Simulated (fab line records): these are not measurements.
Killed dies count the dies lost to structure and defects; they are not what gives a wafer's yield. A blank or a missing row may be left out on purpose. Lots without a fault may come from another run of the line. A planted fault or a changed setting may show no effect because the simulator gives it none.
Which of the tools did it? ; flow n5 finfet ; 30 wafers from 10 lots sampled at 4 of the route's 1938 steps

## WHAT EACH GAUGE READ, for each wafer
N5_DUMMY_REMOVAL_INSPECT_06: inspects for defects (brightfield).
lot;measured;on;raw defect count
L986;day 4 05:10;defect inspect-02;17 9 18
L987;day 4 13:28;defect inspect-01;9 13 8
L989;day 4 20:33;defect inspect-01;8 3 14
L993;day 5 23:06;defect inspect-01;926 933 894
L997;day 6 23:41;defect inspect-02;927 899 883
L996;day 7 01:41;defect inspect-02;911 885 936
L998;day 7 08:11;defect inspect-02;5 7 22
L100;day 7 18:35;defect inspect-01;10 6 6
L999;day 7 19:16;defect inspect-02;9 15 13
L105;day 8 22:34;defect inspect-02;13 17 8

## TOOL THAT RAN EACH LOT (tool first, then ch and the chambers of the sampled wafers, then the start)
lot;N5_SDB_ALD_29;N5_DUMMY_REMOVAL_HM_STRIP_01;N5_DUMMY_REMOVAL_STRIP_10
L986;ald sin-03 ch 2,3, day 4 01:53;rie diel-02 ch 2,3, day 4 04:59;rie diel-02 ch 2,3, day 4 05:01
L987;ald sin-02 ch 1,2, day 4 10:11;rie diel-05 ch 2,3, day 4 13:16;rie diel-05 ch 2,3, day 4 13:18
L989;ald sin-01 ch 0,2, day 4 17:16;rie diel-05 ch 1,2, day 4 20:21;rie diel-05 ch 1,2, day 4 20:23
L993;ald sin-03 ch 0,2,3, day 5 19:49;rie diel-05 ch 0,2,3, day 5 22:54;rie diel-05 ch 0,2,3, day 5 22:56
L997;ald sin-02 ch 0,1,2, day 6 20:24;rie diel-05 ch 1,2,3, day 6 23:29;rie diel-05 ch 1,2,3, day 6 23:32
L996;ald sin-03 ch 1,3, day 6 22:23;rie diel-05 ch 1,2,3, day 7 01:28;rie diel-05 ch 1,2,3, day 7 01:30
L998;ald sin-02 ch 1,2,3, day 7 04:55;rie diel-02 ch 0,1,3, day 7 08:00;rie diel-02 ch 0,1,3, day 7 08:02
L100;ald sin-02 ch 1,2,3, day 7 15:18;rie diel-06 ch 0,1,3, day 7 18:23;rie diel-06 ch 0,1,3, day 7 18:25
L999;ald sin-03 ch 2,3, day 7 15:59;rie diel-02 ch 0,1,2, day 7 19:05;rie diel-02 ch 0,1,2, day 7 19:07
L105;ald sin-03 ch 2,3, day 8 19:14;rie diel-02 ch 0,3, day 8 22:19;rie diel-02 ch 0,3, day 8 22:21
- N5_SDB_ALD_29: deposits SiNx, target thk 30 nm, pulse time 1 s, ald cycles 600.
- N5_DUMMY_REMOVAL_HM_STRIP_01: strips SiNx in CH3F/O2, stops on poly-Si, target depth 4 nm, time 6.8 s.
- N5_DUMMY_REMOVAL_STRIP_10: strips in N2/H2, time 40 s.

## THE ANSWER, worked out from the rows above alone
Rule: the usual values come from the lots themselves. Put in order of their means at a reading, lots are off if they are a third of the lots or fewer, leave a main group of 4 or more, and stand apart from it by a gap of 3 or more times the standard deviation of the main group's means; of several such gaps the widest counts. Not used: any main group whose means are identical at the precision the tables above print for the reading. Also off: a lot with no number at a reading for which 4 or more lots have one. The other lots that the step has rows for count as sound.
Off, at N5_DUMMY_REMOVAL_INSPECT_06 on raw defect count: L993, L997, L996. Main group: mean 11, sd 2.4.
If a tool, at a process step before that reading, ran all the lots that are off and no sound lot after the first of them, it fits. Gauges at N5_DUMMY_REMOVAL_INSPECT_06: tried the same way as those tools. One candidate fits, namely rie diel-05 at N5_DUMMY_REMOVAL_HM_STRIP_01 and N5_DUMMY_REMOVAL_STRIP_10. At N5_DUMMY_REMOVAL_HM_STRIP_01 its last sound lot is L989 (day 4 20:21), its first lot that is off L993 (day 5 22:54): a fault that began between those two fits.

## WHAT THE SIMULATOR PUT IN
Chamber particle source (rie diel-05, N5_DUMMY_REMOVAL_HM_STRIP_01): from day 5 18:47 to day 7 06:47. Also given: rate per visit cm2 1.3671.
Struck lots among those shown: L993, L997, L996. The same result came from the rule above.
